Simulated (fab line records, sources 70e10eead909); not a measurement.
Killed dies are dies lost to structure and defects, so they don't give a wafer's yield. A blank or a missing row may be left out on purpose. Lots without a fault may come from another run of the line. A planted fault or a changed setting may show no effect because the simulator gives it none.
A struck lot beside a sound one | flow nand_harc | 36 steps out of a route of 1302
Sound: wafers L653.1, L653.4, L653.6. Struck: wafers L656.2, L656.5, L656.6. The cause comes at the end.
At each step with rows: each side's tool, then ch and its chambers, then its first start. Under that, the readings that differ: sound wafers | struck wafers | difference of the means | sigmas: that difference in standard deviations of wafers without a fault.
alike: readings whose means differ by less than 2 such deviations, and words and numbers that are the same on both sides. not compared: withheld readings, readings that some wafer has no value for, bounds like >300 that may hide the same value, and numbers for which the record gives no deviation and whose values overlap.
The two part at a step that has a row with sigmas, a row that says differs or no value, or rows on one side only. Numbers that don't overlap but have no deviation are shown without sigmas and don't part them. A reading that every wafer of one side lacks parts them only if that side has two wafers or more.

NHARC_A_ONON_D1_INSPECT_32:
  sound on defect_inspect-01, day 12 03:07; struck on defect_inspect-02, day 13 04:56
  alike: raw_defect_count
then, 10 steps without rows for these wafers: NHARC_A_CHANNEL_HOLE_D1_DEP_00 (deposits aC, target thk 3100 nm); NHARC_A_CHANNEL_HOLE_D1_DEP_01 (deposits SiON, target thk 140 nm); NHARC_A_CHANNEL_HOLE_D1_DEHYDRATE_02 (time 120 s); NHARC_A_CHANNEL_HOLE_D1_HMDS_03 (time 30 s); NHARC_A_CHANNEL_HOLE_D1_COAT_36 (time 75 s); NHARC_A_CHANNEL_HOLE_D1_COAT_37 (time 65 s); NHARC_A_CHANNEL_HOLE_D1_COAT_04 (resist thk 90 nm); NHARC_A_CHANNEL_HOLE_D1_SOFTBAKE_05 (time 55 s); NHARC_A_CHANNEL_HOLE_D1_EBR_06; NHARC_A_CHANNEL_HOLE_D1_EXPOSE_07 (exposes mask HOLE D1, target cd 100 nm).
NHARC_A_CHANNEL_HOLE_D1_PEB_08: peb time 65 s.
  sound on litho_track-06 ch 0, day 12 07:10; struck on litho_track-01 ch 0, day 13 07:26
  alike: heater_power_total_W
then, 1 step without rows for these wafers: NHARC_A_CHANNEL_HOLE_D1_DEVELOP_09 (develop time 35 s).
NHARC_A_CHANNEL_HOLE_D1_CD_MEAS_10: target cd 100 nm.
  sound on cd_sem-03 ch 0, day 12 07:15; struck on cd_sem-03 ch 0, day 13 07:31
  reading    | sound           | struck            | difference | sigmas
  cd_nm (nm) | 99.8 100.4 99.4 | 102.3 101.9 102.6 | +2.4       | +4
NHARC_A_CHANNEL_HOLE_D1_OVL_MEAS_11:
  sound on overlay-02, day 12 07:20; struck on overlay-01, day 13 07:36
  alike: overlay_x_nm, overlay_y_nm
NHARC_A_CHANNEL_HOLE_D1_INSPECT_12:
  sound on defect_inspect-02, day 12 07:23; struck on defect_inspect-02, day 13 07:38
  alike: raw_defect_count
NHARC_A_CHANNEL_HOLE_D1_DESCUM_15: chemistry O2, time 3 s.
  sound on rie_diel-08 ch 0,2, day 12 07:26; struck on rie_diel-01 ch 0,2,3, day 13 07:44
  reading                            | sound           | struck        | difference | sigmas
  drypump_motor_current_A (A)        | 5.3 5.1 5.3     | 6.3 5.8 6.3   | +0.9       | +2
  model.A_CHANNEL_HOLE_D1.cd_nm (nm) | 99.26 101 99.33 | 102 102 102.6 | +2         |
  alike: oes_product_au, rf_vpp_V, showerhead_plenum_p_Torr, throttle_valve_pct
  not compared: rf_hours_counter_h
NHARC_A_CHANNEL_HOLE_D1_ETCH_38: etches the open film in CF4, target depth 39 nm, time 65 s.
  sound on rie_diel-08 ch 1,3, day 12 07:31; struck on rie_diel-01 ch 1,2,3, day 13 07:49
  alike: drypump_motor_current_A, oes_product_au, rf_vpp_V, showerhead_plenum_p_Torr, throttle_valve_pct
  not compared: rf_hours_counter_h
then, 3 steps without rows for these wafers: NHARC_A_CHANNEL_HOLE_D1_ETCH_39 (etches the open film in N2/H2, target depth 260 nm, time 325 s); NHARC_A_CHANNEL_HOLE_D1_ETCH_34 (etches the open film in CF4/CHF3, target depth 154 nm, time 77 s); NHARC_A_CHANNEL_HOLE_D1_ETCH_16 (etches the open film in O2/COS, target depth 3100 nm, time 806 s).
NHARC_A_CHANNEL_HOLE_D1_CD_MEAS_18:
  sound on cd_sem-01, day 12 08:32; struck on cd_sem-02, day 13 08:50
  alike: cd_nm
then, 2 steps without rows for these wafers: NHARC_A_CHANNEL_HOLE_D1_ETCH_19 (etches the open film in C4F8/O2/Ar, time 34.5 s); NHARC_A_CHANNEL_HOLE_D1_ETCH_20 (etches the open film in C4F8/O2/Ar, time 361.9 s, target depth 1600 nm).
NHARC_A_CHANNEL_HOLE_D1_ETCH_21: etches the open film in C4F8/O2/Ar, time 514.3 s, target depth 1600 nm.
  sound on har_etch-01 ch 0,1, day 12 09:07; struck on har_etch-02 ch 0,1, day 13 11:35
  alike: drypump_motor_current_A, showerhead_plenum_p_Torr, throttle_valve_pct
  not compared: rf_hours_counter_h
NHARC_A_CHANNEL_HOLE_D1_ETCH_22: etches the open film in C4F8/O2/Ar, time 666.7 s, target depth 1600 nm.
  sound on har_etch-01 ch 0,1, day 12 09:34; struck on har_etch-02 ch 0,1, day 13 12:02
  alike: drypump_motor_current_A, showerhead_plenum_p_Torr, throttle_valve_pct
  not compared: rf_hours_counter_h
then, 1 step without rows for these wafers: NHARC_A_CHANNEL_HOLE_D1_ETCH_23 (etches the open film in C4F8/O2/Ar, time 819 s, target depth 1600 nm).
NHARC_A_CHANNEL_HOLE_D1_ETCH_24: etches the open film in C4F8/O2/Ar, time 906.2 s, target depth 1500 nm.
  sound on har_etch-01 ch 0,1, day 12 10:52; struck on har_etch-02 ch 0,1, day 13 13:20
  alike: drypump_motor_current_A, showerhead_plenum_p_Torr, throttle_valve_pct
  not compared: rf_hours_counter_h
then, 2 steps without rows for these wafers: NHARC_A_CHANNEL_HOLE_D1_ETCH_25 (etches the open film in C4F8/O2/Ar, time 1040.2 s, target depth 1500 nm); NHARC_A_CHANNEL_HOLE_D1_ETCH_26 (etches the open film in C4F8/O2/Ar, time 224.1 s, target depth 300 nm).
NHARC_A_CHANNEL_HOLE_D1_ETCH_33: etches the open film in C4F8/O2/Ar, time 90 s, target depth 400 nm.
  sound on har_etch-01 ch 0,1, day 12 12:37; struck on har_etch-02 ch 0,1, day 13 15:07
  reading    | sound       | struck      | difference | sigmas
  bias_v (V) | 406 410 407 | 396 398 394 | -12        | -3
  alike: drypump_motor_current_A, showerhead_plenum_p_Torr, throttle_valve_pct
  not compared: rf_hours_counter_h
then, 3 steps without rows for these wafers: NHARC_A_CHANNEL_HOLE_D1_STRIP_41 (strips in N2/H2); NHARC_A_CHANNEL_HOLE_D1_STRIP_42 (strips in CF4/CHF3); NHARC_A_CHANNEL_HOLE_D1_STRIP_43 (strips in O2/COS).
NHARC_A_CHANNEL_HOLE_D1_ETCH_44: etches the open film in CF4/O2, target depth 140 nm, overetch 14 nm, time 77 s.
  sound on rie_diel-08 ch 1,3, day 12 13:25; struck on rie_diel-01 ch 0,1,2, day 13 15:50
  alike: drypump_motor_current_A, oes_product_au, rf_vpp_V, showerhead_plenum_p_Torr, throttle_valve_pct
  not compared: rf_hours_counter_h, model.A_CHANNEL_HOLE_D1.cd_nm
then, 1 step without rows for these wafers: NHARC_A_CHANNEL_HOLE_D1_STRIP_27 (strips in O2).

WHERE THEY PART
First at NHARC_A_CHANNEL_HOLE_D1_CD_MEAS_10; last, within this record, at NHARC_A_CHANNEL_HOLE_D1_ETCH_33. Later steps at which nothing parts them and some readings are alike: NHARC_A_CHANNEL_HOLE_D1_ETCH_44.

WHY: what the simulator had put in
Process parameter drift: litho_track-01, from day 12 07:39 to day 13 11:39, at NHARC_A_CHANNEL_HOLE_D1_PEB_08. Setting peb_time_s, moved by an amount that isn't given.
